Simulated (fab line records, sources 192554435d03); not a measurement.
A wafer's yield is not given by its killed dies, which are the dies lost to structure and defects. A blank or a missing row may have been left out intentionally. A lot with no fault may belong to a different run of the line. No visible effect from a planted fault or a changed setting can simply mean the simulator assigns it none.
fab line records | flow n5Finfet
record lots=9 | wafers=26 | lastDay=17
route steps=1938 shown BEOL_M15@1805 MIM_BOT_ETCH@1866 TV_OPEN@1887 PASSIVATION@1936
lots that met no fault: taken from a fault-free run of the same line
startH: hours from the record's opening day to when the first of the lot's shown wafers began | waitH: how many hours have passed since the lot's step before this one | " the same as in the row above | L1.1+2: a row that stands for several wafers | - no value present, or no start provided | * or withheld: withheld | < > ~ a bound
route shown NAME@n: names a module that has steps shown in the file, with the first one's number in the route | usual: mean and standard deviation over wafers with no fault | same: alike in all rows | chamber/n: place in a boat | sites: the reading at each site | _std_site: standard deviation of those values | _edge_site: mean of outer sites minus mean of inner sites | radiusMm: how far each site lies from the wafer's centre | mask NAME#n: copy n | behind: the most recent tool/chamber to have shaped the wafer | hold: cause of the lot's hold/its duration in hours/its outcome | device: transistor that didn't switch, given as n, p or np | end of line: the route-end tests of the same wafers | for a step that has no rows: nothing shown but its recipe | killed: count of dies lost to structure and defects at first sort (not the wafer's yield) | map: dies across one wafer; x = killed, . = not, _ = none there
set.NAME: the setting that was run; set.NAME@STEP: the one run at that earlier step | model.NAME: the simulator's own value behind a step, which no gauge read
one table for each step of the route and one row for each wafer, over a sample of lots
services: when a tool's chamber went out of use (startH, in hours from the record's first day, below 0 if earlier), for how many hours, and the reason
## steps
# step N5_BEOL_M15_OVL_MEAS_29
# recipe pointsPerWafer=44
# usual M15_OVL=3/6.2
# same pointsPerWafer=44
lot.wafer | tool       | chamber | startH | waitH | M15_OVL[nm]
L408.2    | overlay-01 | 0       | 250.98 | 0.0   | -7
L408.4    | "          | 0       | "      | "     | -5
L408.6    | "          | 0       | "      | "     | -1
L410.1    | overlay-01 | 0       | 252.65 | 0.0   | 8
L410.2    | "          | 0       | "      | "     | 9
L410.5    | "          | 0       | "      | "     | 3
L413.1    | overlay-02 | 0       | 270.82 | 0.0   | 3
L413.3    | "          | 0       | "      | "     | 4
L413.5    | "          | 0       | "      | "     | 1
L412.4    | overlay-01 | 0       | 278.02 | 0.0   | 2
L412.5    | "          | 0       | "      | "     | -5
L420.1    | overlay-01 | 0       | 326.18 | 0.0   | -2
L420.4    | "          | 0       | "      | "     | 0
L420.6    | "          | 0       | "      | "     | 1
L424.4    | overlay-01 | 0       | 343.60 | 0.0   | 8
L424.5    | "          | 0       | "      | "     | 7
L424.6    | "          | 0       | "      | "     | 6
L426.3    | overlay-02 | 0       | 367.24 | 0.0   | 7
L426.5    | "          | 0       | "      | "     | -4
L426.6    | "          | 0       | "      | "     | 1
L429.3    | overlay-01 | 0       | 385.36 | 0.0   | 12
L429.5    | "          | 0       | "      | "     | 3
L429.6    | "          | 0       | "      | "     | 15
L430.1    | overlay-02 | 0       | 388.71 | 0.0   | 13
L430.2    | "          | 0       | "      | "     | 17
L430.6    | "          | 0       | "      | "     | 23
# step N5_BEOL_M15_TRENCH_ETCH_34
# recipe chemistry=C4F8/O2/Ar | target=SiO2 | targetDepthA=8729.3 | heInnerTorr=15 | heOuterTorr=30 | timeS=199 | ionEnergyEv=800 | pressureMtorr=20 | sourceW=1905 | biasW=2040 | Ar_flow_sccm=400 | C4F8_flow_sccm=16 | O2_flow_sccm=12
# usual O2_flow_sccm=12.00/0.036 | chamberPressureMTorr=19.999/0.017 | drypumpMotorCurrentA=5.95/0.28 | oes_ar_750_au=0.77/0.081 | oes_f_703_au=0.78/0.08 | oesProductAu=0.77/0.087 | rfFwdPowerW=1899/6 | rfVppV=2212/68 | showerheadPlenumPTorr=3.44/0.083 | throttleValvePct=30.83/0.28
lot.wafer | tool       | chamber | startH | waitH | O2_flow_sccm | chamberPressureMTorr | drypumpMotorCurrentA | oes_ar_750_au | oes_f_703_au | oesProductAu | rfFwdPowerW | rfHoursCounterH | rfVppV | showerheadPlenumPTorr | throttleValvePct
L408.2    | rieDiel-03 | 1       | 251.12 | 0.0   | 11.98        | 20.011               | 5.43                 | 0.67          | 0.65         | 0.68         | 1902        | 227             | 2291   | 3.41                  | 31.30
L408.4    | "          | 3       | "      | "     | 12.05        | 20.010               | 5.87                 | 0.69          | 0.70         | 0.69         | 1902        | -               | 2253   | 3.48                  | 30.43
L408.6    | "          | 1       | "      | "     | 12.00        | 20.024               | 5.42                 | 0.67          | 0.65         | 0.67         | 1905        | -               | 2288   | 3.41                  | 31.29
L410.1    | rieDiel-02 | 1       | 252.80 | 0.0   | 11.95        | 19.976               | 5.96                 | 0.81          | 0.82         | 0.81         | 1892        | 85              | 2283   | 3.60                  | 30.63
L410.2    | "          | 0       | "      | "     | 11.97        | 20.007               | 5.51                 | 0.85          | 0.83         | 0.86         | 1896        | 40              | 2274   | 3.35                  | 30.81
L410.5    | "          | 2       | "      | "     | 11.93        | 19.984               | 5.96                 | 0.75          | 0.76         | 0.72         | 1902        | -               | 2147   | 3.45                  | 30.73
L413.1    | rieDiel-06 | 3       | 270.97 | 0.0   | 11.95        | 20.006               | 5.78                 | 0.68          | 0.67         | 0.68         | 1900        | 242             | 2180   | 3.41                  | 31.30
L413.3    | "          | 1       | "      | "     | 11.97        | 20.010               | 6.51                 | 0.82          | 0.79         | 0.82         | 1899        | 82              | 2307   | 3.51                  | 30.98
L413.5    | "          | 3       | "      | "     | 11.93        | 20.008               | 5.78                 | 0.68          | 0.67         | 0.68         | 1888        | -               | 2179   | 3.41                  | 31.30
L412.4    | rieDiel-06 | 1       | 278.17 | 0.0   | 12.01        | 20.000               | 6.48                 | 0.81          | 0.79         | 0.80         | 1900        | 84              | 2305   | 3.51                  | 30.98
L412.5    | "          | 3       | "      | "     | 11.99        | 19.980               | 5.76                 | 0.68          | 0.67         | 0.67         | 1898        | -               | 2182   | 3.41                  | 31.27
L420.1    | rieDiel-06 | 1       | 326.32 | 0.0   | 11.98        | 20.015               | 6.50                 | 0.80          | 0.77         | 0.80         | 1903        | 100             | 2304   | 3.50                  | 31.01
L420.4    | "          | 0       | "      | "     | 11.97        | 20.025               | 5.77                 | 0.71          | 0.73         | 0.69         | 1906        | 219             | 2226   | 3.51                  | 30.77
L420.6    | "          | 1       | "      | "     | 12.01        | 19.996               | 6.52                 | 0.79          | 0.77         | 0.80         | 1904        | -               | 2303   | 3.50                  | 31.00
L424.4    | rieDiel-06 | 3       | 343.80 | 0.0   | 12.02        | 19.975               | 5.79                 | 0.95          | 0.92         | 0.96         | 1903        | 5               | 2180   | 3.40                  | 31.13
L424.5    | "          | 3       | "      | "     | 12.04        | 19.976               | 5.80                 | 0.95          | 0.93         | 0.96         | 1906        | -               | 2180   | 3.40                  | 31.11
L424.6    | "          | 0       | "      | "     | 11.95        | 20.002               | 5.79                 | 0.70          | 0.73         | 0.69         | 1899        | -               | 2229   | 3.51                  | 30.78
L426.3    | rieDiel-06 | 3       | 367.76 | 0.0   | 12.04        | 19.979               | 5.82                 | 0.92          | 0.90         | 0.94         | 1890        | 15              | 2179   | 3.40                  | 31.16
L426.5    | "          | 2       | "      | "     | 11.99        | 19.975               | 6.03                 | 1.04          | 1.10         | 1.02         | 1894        | -               | 2195   | 3.33                  | 30.25
L426.6    | "          | 1       | "      | "     | 11.99        | 20.000               | 6.51                 | 0.78          | 0.76         | 0.78         | 1899        | -               | 2304   | 3.50                  | 31.03
L429.3    | rieDiel-03 | 0       | 385.74 | 0.0   | 11.98        | 19.981               | 5.72                 | 0.72          | 0.72         | 0.72         | 1904        | 226             | 2226   | 3.28                  | 31.09
L429.5    | "          | 3       | "      | "     | 11.97        | 19.980               | 5.87                 | 0.87          | 0.88         | 0.88         | 1911        | -               | 2159   | 3.46                  | 30.05
L429.6    | "          | 0       | "      | "     | 11.97        | 20.003               | 5.72                 | 0.72          | 0.72         | 0.72         | 1902        | -               | 2224   | 3.28                  | 31.09
L430.1    | rieDiel-06 | 0       | 388.99 | 0.0   | 12.05        | 20.015               | 5.80                 | 0.70          | 0.71         | 0.68         | 1906        | 238             | 2227   | 3.50                  | 30.79
L430.2    | "          | 1       | "      | "     | 12.00        | 19.997               | 6.51                 | 0.78          | 0.74         | 0.77         | 1908        | 120             | 2303   | 3.49                  | 31.02
L430.6    | "          | 3       | "      | "     | 11.89        | 20.002               | 5.81                 | 0.90          | 0.88         | 0.93         | 1899        | -               | 2178   | 3.39                  | 31.14
# step N5_MIM_BOT_ETCH_ETCH_04
# recipe chemistry=CF4/O2 | target=SiNx | targetDepthA=260 | timeS=13 | ionEnergyEv=100 | pressureMtorr=40 | sourceW=535 | biasW=49 | Ar_flow_sccm=100 | cf4FlowSccm=100 | O2_flow_sccm=10
# usual O2_flow_sccm=10.00/0.034 | chamberPressureMTorr=40.00/0.04 | drypumpMotorCurrentA=5.3/0.58 | oes_ar_750_au=0.82/0.082 | oes_f_703_au=0.82/0.084 | oesProductAu=0.83/0.088 | rfFwdPowerW=531.7/1.8 | rfVppV=242/8.1 | showerheadPlenumPTorr=2.18/0.064 | throttleValvePct=15.85/0.23
lot.wafer | tool       | chamber | startH | waitH | O2_flow_sccm | chamberPressureMTorr | drypumpMotorCurrentA | oes_ar_750_au | oes_f_703_au | oesProductAu | rfFwdPowerW | rfHoursCounterH | rfVppV | showerheadPlenumPTorr | throttleValvePct
L408.2    | rieDiel-04 | 1       | 259.58 | 0.0   | 10.03        | 40.01                | 5.3                  | 0.86          | 0.86         | 0.87         | 531.6       | 30              | 251    | 2.32                  | 15.64
L408.4    | "          | 0       | "      | "     | 9.93         | 39.98                | 5.5                  | 0.94          | 0.94         | 0.95         | 533.2       | 17              | 244    | 2.17                  | 16.03
L408.6    | "          | 0       | "      | "     | 9.97         | 40.01                | 5.4                  | 0.93          | 0.94         | 0.94         | 534.8       | -               | 246    | 2.17                  | 16.02
L410.1    | rieDiel-04 | 0       | 259.90 | 0.0   | 9.99         | 39.99                | 5.4                  | 0.93          | 0.94         | 0.95         | 531.2       | 17              | 245    | 2.17                  | 16.03
L410.2    | "          | 1       | "      | "     | 9.98         | 39.95                | 5.3                  | 0.86          | 0.86         | 0.87         | 530.2       | 31              | 251    | 2.32                  | 15.65
L410.5    | "          | 3       | "      | "     | 10.01        | 39.97                | 4.8                  | 0.67          | 0.65         | 0.67         | 532.6       | -               | 257    | 2.28                  | 16.40
L413.1    | rieDiel-01 | 2       | 283.39 | 0.0   | 9.96         | 40.06                | 6.3                  | 0.89          | 0.87         | 0.89         | 531.6       | 20              | 235    | 2.14                  | 15.71
L413.3    | "          | 0       | "      | "     | 10.03        | 40.07                | 4.9                  | 0.84          | 0.82         | 0.86         | 528.8       | 50              | 252    | 2.17                  | 15.91
L413.5    | "          | 3       | "      | "     | 9.94         | 40.07                | 4.9                  | 0.88          | 0.89         | 0.91         | 531.2       | -               | 241    | 2.15                  | 15.50
L412.4    | rieDiel-04 | 2       | 284.83 | 0.0   | 10.02        | 39.98                | 5.3                  | 0.68          | 0.69         | 0.68         | 532.4       | 235             | 235    | 2.10                  | 15.88
L412.5    | "          | 0       | "      | "     | 9.96         | 40.01                | 5.5                  | 0.91          | 0.91         | 0.92         | 529.6       | -               | 245    | 2.16                  | 16.04
L420.1    | rieDiel-05 | 3       | 333.98 | 0.0   | 10.07        | 40.01                | 4.9                  | 0.71          | 0.72         | 0.70         | 533.1       | 243             | 230    | 2.08                  | 16.15
L420.4    | "          | 2       | "      | "     | 9.98         | 40.02                | 5.2                  | 0.78          | 0.77         | 0.79         | 535.6       | 112             | 244    | 2.22                  | 15.69
L420.6    | "          | 3       | "      | "     | 10.03        | 40.07                | 4.9                  | 0.72          | 0.72         | 0.70         | 533.0       | -               | 230    | 2.08                  | 16.14
L424.4    | rieDiel-05 | 2       | 351.93 | 0.0   | 9.99         | 39.99                | 5.2                  | 0.64          | 0.55         | 0.68         | 403.9       | 117             | 280    | 2.22                  | 15.68
L424.5    | "          | 1       | "      | "     | 10.01        | 39.99                | 6.4                  | 0.60          | 0.50         | 0.59         | 403.7       | -               | 281    | 2.11                  | 16.15
L424.6    | "          | 0       | "      | "     | 10.01        | 39.98                | 6.0                  | 0.69          | 0.59         | 0.72         | 402.7       | -               | 282    | 2.13                  | 15.57
L426.3    | rieDiel-05 | 0       | 383.28 | 0.0   | 10.01        | 40.00                | 5.9                  | 0.67          | 0.59         | 0.70         | 403.6       | 86              | 282    | 2.13                  | 15.62
L426.5    | "          | 0       | "      | "     | 10.02        | 40.04                | 6.0                  | 0.68          | 0.58         | 0.71         | 405.7       | -               | 282    | 2.13                  | 15.61
L426.6    | "          | 1       | "      | "     | 10.04        | 40.05                | 6.4                  | 0.58          | 0.50         | 0.60         | 405.6       | -               | 281    | 2.10                  | 16.16
L429.3    | rieDiel-01 | 2       | 393.12 | 0.0   | 10.04        | 39.97                | 6.3                  | 0.81          | 0.80         | 0.81         | 534.8       | 63              | 233    | 2.13                  | 15.81
L429.5    | "          | 1       | "      | "     | 9.96         | 40.01                | 4.7                  | 0.94          | 0.94         | 0.94         | 528.8       | -               | 231    | 2.25                  | 15.74
L429.6    | "          | 2       | "      | "     | 9.99         | 40.06                | 6.3                  | 0.82          | 0.80         | 0.81         | 533.1       | -               | 235    | 2.13                  | 15.79
L430.1    | rieDiel-01 | 3       | 394.22 | 0.0   | 10.03        | 39.92                | 4.9                  | 0.82          | 0.83         | 0.83         | 530.2       | 66              | 243    | 2.13                  | 15.58
L430.2    | "          | 1       | "      | "     | 9.91         | 39.94                | 4.7                  | 0.94          | 0.95         | 0.93         | 530.8       | 21              | 234    | 2.25                  | 15.75
L430.6    | "          | 0       | "      | "     | 10.01        | 40.07                | 4.9                  | 0.80          | 0.77         | 0.80         | 529.1       | -               | 252    | 2.16                  | 16.01
# step N5_PASSIVATION_PASS_ETCH_74
# recipe chemistry=CF4/O2 | target=SiNx | targetDepthA=2200 | timeS=110 | ionEnergyEv=100 | pressureMtorr=40 | sourceW=535 | biasW=49 | Ar_flow_sccm=100 | cf4FlowSccm=100 | O2_flow_sccm=10
# usual O2_flow_sccm=10.000/0.027 | chamberPressureMTorr=40.00/0.033 | drypumpMotorCurrentA=5.90/0.27 | oes_ar_750_au=0.79/0.081 | oes_f_703_au=0.79/0.083 | oesProductAu=0.79/0.09 | rfFwdPowerW=532.3/1.7 | rfVppV=239/9.1 | showerheadPlenumPTorr=2.20/0.055 | throttleValvePct=15.95/0.23
lot.wafer | tool       | chamber | startH | waitH | O2_flow_sccm | chamberPressureMTorr | drypumpMotorCurrentA | oes_ar_750_au | oes_f_703_au | oesProductAu | rfFwdPowerW | rfHoursCounterH | rfVppV | showerheadPlenumPTorr | throttleValvePct
L408.2    | rieDiel-06 | 1       | 261.55 | 0.0   | 10.012       | 40.03                | 6.50                 | 0.81          | 0.79         | 0.81         | 530.1       | 79              | 251    | 2.25                  | 15.79
L408.4    | "          | 2       | "      | "     | 9.935        | 40.00                | 6.04                 | 0.72          | 0.75         | 0.71         | 527.7       | 222             | 237    | 2.15                  | 16.03
L408.6    | "          | 3       | "      | "     | 10.022       | 40.01                | 5.78                 | 0.68          | 0.67         | 0.68         | 534.5       | -               | 235    | 2.19                  | 16.44
L410.1    | rieDiel-02 | 0       | 261.59 | 0.0   | 10.018       | 39.97                | 5.52                 | 0.82          | 0.80         | 0.86         | 531.6       | 43              | 248    | 2.17                  | 15.86
L410.2    | "          | 1       | "      | "     | 10.017       | 39.98                | 5.99                 | 0.81          | 0.81         | 0.81         | 531.6       | 89              | 250    | 2.31                  | 15.77
L410.5    | "          | 1       | "      | "     | 9.997        | 40.01                | 5.99                 | 0.81          | 0.81         | 0.82         | 531.1       | -               | 248    | 2.31                  | 15.78
L413.1    | rieDiel-06 | 0       | 284.89 | 0.0   | 10.025       | 39.97                | 5.79                 | 0.71          | 0.73         | 0.72         | 533.6       | 204             | 240    | 2.27                  | 16.10
L413.3    | "          | 1       | "      | "     | 9.938        | 40.05                | 6.48                 | 0.80          | 0.77         | 0.79         | 533.7       | 85              | 252    | 2.25                  | 15.79
L413.5    | "          | 3       | "      | "     | 10.027       | 39.97                | 5.78                 | 0.68          | 0.67         | 0.66         | 530.6       | -               | 237    | 2.19                  | 16.44
L412.4    | rieDiel-02 | 3       | 288.03 | 0.0   | 10.039       | 40.04                | 6.15                 | 0.87          | 0.88         | 0.87         | 531.1       | 44              | 225    | 2.17                  | 15.79
L412.5    | "          | 1       | "      | "     | 9.993        | 40.04                | 5.96                 | 0.81          | 0.81         | 0.81         | 534.7       | -               | 247    | 2.31                  | 15.80
L420.1    | rieDiel-03 | 2       | 338.06 | 0.0   | 10.003       | 39.98                | 6.04                 | 0.78          | 0.79         | 0.78         | 533.8       | 135             | 222    | 2.22                  | 16.13
L420.4    | "          | 0       | "      | "     | 9.967        | 40.00                | 5.71                 | 0.72          | 0.73         | 0.73         | 532.2       | -               | 241    | 2.11                  | 16.19
L420.6    | "          | 3       | "      | "     | 9.985        | 40.00                | 5.82                 | 0.88          | 0.89         | 0.91         | 534.8       | -               | 235    | 2.24                  | 15.51
L424.4    | rieDiel-03 | 3       | 355.91 | 0.0   | 9.999        | 39.96                | 5.83                 | 0.86          | 0.88         | 0.89         | 532.2       | 22              | 233    | 2.24                  | 15.50
L424.5    | "          | 3       | "      | "     | 10.028       | 40.00                | 5.83                 | 0.87          | 0.87         | 0.88         | 535.1       | -               | 234    | 2.24                  | 15.50
L424.6    | "          | 0       | "      | "     | 10.058       | 39.95                | 5.75                 | 0.72          | 0.73         | 0.73         | 531.0       | -               | 240    | 2.11                  | 16.21
L426.3    | rieDiel-06 | 3       | 385.06 | 0.0   | 9.993        | 40.00                | 5.79                 | 0.90          | 0.88         | 0.92         | 532.1       | 19              | 235    | 2.18                  | 16.03
L426.5    | "          | 1       | "      | "     | 9.953        | 39.95                | 6.49                 | 0.77          | 0.75         | 0.77         | 531.3       | -               | 251    | 2.24                  | 15.86
L426.6    | "          | 2       | "      | "     | 9.961        | 39.94                | 6.04                 | 1.00          | 1.06         | 1.02         | 532.9       | -               | 236    | 2.14                  | 15.59
L429.3    | rieDiel-02 | 3       | 394.72 | 0.0   | 9.981        | 40.05                | 6.12                 | 0.82          | 0.84         | 0.83         | 531.7       | 78              | 224    | 2.16                  | 15.86
L429.5    | "          | 3       | "      | "     | 9.997        | 39.94                | 6.12                 | 0.82          | 0.84         | 0.82         | 532.7       | -               | 225    | 2.16                  | 15.85
L429.6    | "          | 0       | "      | "     | 10.018       | 39.95                | 5.42                 | 0.78          | 0.76         | 0.81         | 530.8       | -               | 249    | 2.16                  | 15.91
L430.1    | rieDiel-06 | 1       | 397.82 | 0.0   | 9.995        | 40.01                | 6.47                 | 0.77          | 0.74         | 0.76         | 530.6       | 123             | 250    | 2.24                  | 15.85
L430.2    | "          | 2       | "      | "     | 10.001       | 39.95                | 6.02                 | 0.99          | 1.04         | 1.00         | 530.7       | 9               | 236    | 2.14                  | 15.57
L430.6    | "          | 1       | "      | "     | 10.000       | 40.01                | 6.47                 | 0.76          | 0.75         | 0.77         | 531.1       | -               | 252    | 2.24                  | 15.86
# step N5_PASSIVATION_PROBE_49
# usual defectLimitedYield=91.1/1.5 | killed_at_M0_to_M3=35/11 | killed_at_M4_up=13/5.7 | killedAtContacts=12/5.7 | killedAtFrontEnd=40/11 | killedAtOther=4/4.4 | killedDies=105/18 | killedOnRim=14/3.9 | killedOpen=68/14 | killedShort=34/7.4 | sort_bin_5_function=5.2/1 | sort_bin_6_memory=3.3/0.67 | sort_bin_8_speed=0.04/0.29 | sortNPass=1074/18 | sortYieldPct=91.0/1.5
# same grossDies=1180 | killedAtBackSide=0 | sort_bin_4_leakage[%]=0
lot.wafer | tool      | chamber | startH | waitH | defectLimitedYield[%] | killed_at_M0_to_M3 | killed_at_M4_up | killedAtContacts | killedAtFrontEnd | killedAtOther | killedDies | killedOnRim | killedOpen | killedShort | sort_bin_5_function[%] | sort_bin_6_memory[%] | sort_bin_8_speed[%] | sortNPass | sortYieldPct[%]
L424.4    | prober-02 | -       | 363.79 | 0.6   | 91.8                  | 39                 | 6               | 7                | 30               | 15            | 97         | 16          | 51         | 34          | 5.3                    | 2.2                  | 1.36                | 1067      | 90.4
L424.5    | prober-02 | -       | 363.84 | 0.7   | 92.6                  | 30                 | 4               | 18               | 30               | 5             | 87         | 9           | 55         | 27          | 4.0                    | 3.0                  | 0                   | 1093      | 92.6
L424.6    | prober-02 | -       | 363.89 | 0.7   | 87.6                  | 49                 | 11              | 8                | 37               | 41            | 146        | 16          | 57         | 45          | 8.5                    | 3.3                  | 0                   | 1034      | 87.6
L426.3    | prober-01 | -       | 391.98 | 0.1   | 87.1                  | 42                 | 18              | 14               | 31               | 47            | 152        | 12          | 66         | 38          | 10.1                   | 2.6                  | 0                   | 1028      | 87.1
L426.5    | prober-01 | -       | 392.08 | 0.2   | 89.7                  | 43                 | 12              | 18               | 20               | 29            | 122        | 16          | 59         | 36          | 7.1                    | 2.8                  | 0                   | 1058      | 89.7
L426.6    | prober-01 | -       | 392.13 | 0.3   | 90.0                  | 47                 | 13              | 9                | 29               | 20            | 118        | 14          | 61         | 35          | 6.6                    | 3.1                  | 0                   | 1062      | 90.0
# killed by level:class
L424.4 BEOL_M0_SAQP:geometricParticle:short=9 BEOL_M0_SAQP:geometricParticle:open=9 BEOL_M1:geometricParticle:open=7 MOL_CONTACT_COAG:geometricParticle:open=6 BEOL_M2:geometricParticle:open=6 FIN_SAQP:geometricParticle:short=5 MIM_TOP_ETCH:areaEtch=5 HKMG_FIN:areaEtch=5
L424.5 MOL_CONTACT_COAG:geometricParticle:open=15 DUMMY_GATE:geometricParticle:open=8 BEOL_M0_SAQP:geometricParticle:open=7 BEOL_M0_SAQP:geometricParticle:short=6 BEOL_M1:geometricParticle:open=6 GATE_CUT:geometricParticle:short=5 STI_FIN_REVEAL:geometricParticle:open=4 BEOL_M1:geometricParticle:short=4
L424.6 PASSIVATION:areaEtch=32 BEOL_M0_SAQP:geometricParticle:short=19 BEOL_M0_SAQP:geometricParticle:open=16 BEOL_M2:geometricParticle:open=7 MOL_CONTACT_COAG:geometricParticle:open=7 HKMG_FIN:areaEtch=5 STI_FIN_REVEAL:geometricParticle:open=4 STARTING-WAFER:geometricParticle:short=4
L426.3 MIM_TOP_ETCH:areaEtch=47 MOL_CONTACT_COAG:geometricParticle:open=10 BEOL_M1:geometricParticle:open=9 BEOL_M0_SAQP:geometricParticle:open=8 BEOL_M3:geometricParticle:open=7 BEOL_M0_SAQP:geometricParticle:short=6 BEOL_M4:geometricParticle:open=6 BEOL_M2:geometricParticle:open=6
L426.5 MIM_TOP_ETCH:areaEtch=27 MOL_CONTACT_COAG:geometricParticle:open=15 BEOL_M0_SAQP:geometricParticle:short=12 BEOL_M2:geometricParticle:open=9 BEOL_M0_SAQP:geometricParticle:open=8 BEOL_M1:geometricParticle:open=5 BEOL_M4:geometricParticle:short=4 FIN_SAQP:geometricParticle:short=3
L426.6 MIM_TOP_ETCH:areaEtch=17 BEOL_M3:geometricParticle:open=16 BEOL_M0_SAQP:geometricParticle:open=9 MOL_CONTACT_COAG:geometricParticle:open=8 BEOL_M4:geometricParticle:short=8 BEOL_M0_SAQP:geometricParticle:short=7 STI_FIN_REVEAL:geometricParticle:open=6 BEOL_M1:geometricParticle:short=6
## services
tool       | chamber | startH | hours | kind
rieDiel-02 | 3       | 229.20 | 1.3   | repair
rieDiel-03 | 0       | 237.94 | 16.9  | repair
rieDiel-04 | -       | 240.99 | 2.6   | repair
rieDiel-05 | 1       | 254.24 | 8.0   | repair
rieDiel-03 | 3       | 265.27 | -     | clean
rieDiel-03 | 3       | 265.27 | -     | consumableReplace:esc
rieDiel-01 | 0       | 269.87 | 1.4   | repair
rieDiel-05 | -       | 282.41 | 10.9  | repair
rieDiel-05 | 2       | 299.44 | 23.6  | repair
rieDiel-06 | 3       | 300.38 | -     | clean
rieDiel-06 | 3       | 300.38 | -     | consumableReplace:focusRing
rieDiel-06 | 3       | 300.38 | 24.3  | scheduledDown
rieDiel-06 | 3       | 300.38 | 24.3  | ventCycle
rieDiel-05 | 1       | 319.97 | 6.9   | repair
rieDiel-04 | 2       | 320.59 | 4.6   | repair
rieDiel-02 | 2       | 343.65 | 3.2   | repair
rieDiel-06 | 2       | 347.95 | -     | clean
rieDiel-06 | 2       | 347.95 | -     | consumableReplace:focusRing
rieDiel-06 | 2       | 347.95 | 19.7  | scheduledDown
rieDiel-06 | 2       | 347.95 | 19.7  | ventCycle
rieDiel-01 | 1       | 350.04 | 2.2   | repair
rieDiel-03 | 1       | 367.60 | 2.7   | repair
rieDiel-01 | 3       | 370.96 | 4.0   | repair
rieDiel-02 | 0       | 372.38 | 12.3  | repair
## key
firstSign step=N5_MIM_BOT_ETCH_ETCH_04 | reading=rfFwdPowerW | direction=down | sigmas=70 | usual=* | struck=*
effect step=N5_MIM_BOT_ETCH_ETCH_04 | reading=rfVppV | direction=up | sigmas=4.9 | usual=242 | struck=281
metAt N5_MIM_BOT_ETCH_ETCH_04
struckLots L424,L426
baselineLoss step=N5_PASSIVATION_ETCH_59 | wafers=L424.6
baselineLoss step=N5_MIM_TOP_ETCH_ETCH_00 | wafers=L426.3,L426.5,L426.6
notActingAt N5_BEOL_M15_OVL_MEAS_29,N5_BEOL_M15_TRENCH_ETCH_34,N5_PASSIVATION_PASS_ETCH_74
onsetBetween 333.98 351.93
fault kind=processParameterDrift | tool=rieDiel-05 | chamber=- | onsetH=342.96 | steps=N5_MIM_BOT_ETCH_ETCH_04 | channel=sourceW | offset=-128.4 | shape=step | endH=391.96 | actsIn=theseRecipesOnly | stated=535
# baselineLoss: these wafers lose ten dies or more at that step, a loss of the line's own and not of a fault; the sort's usual values leave them out
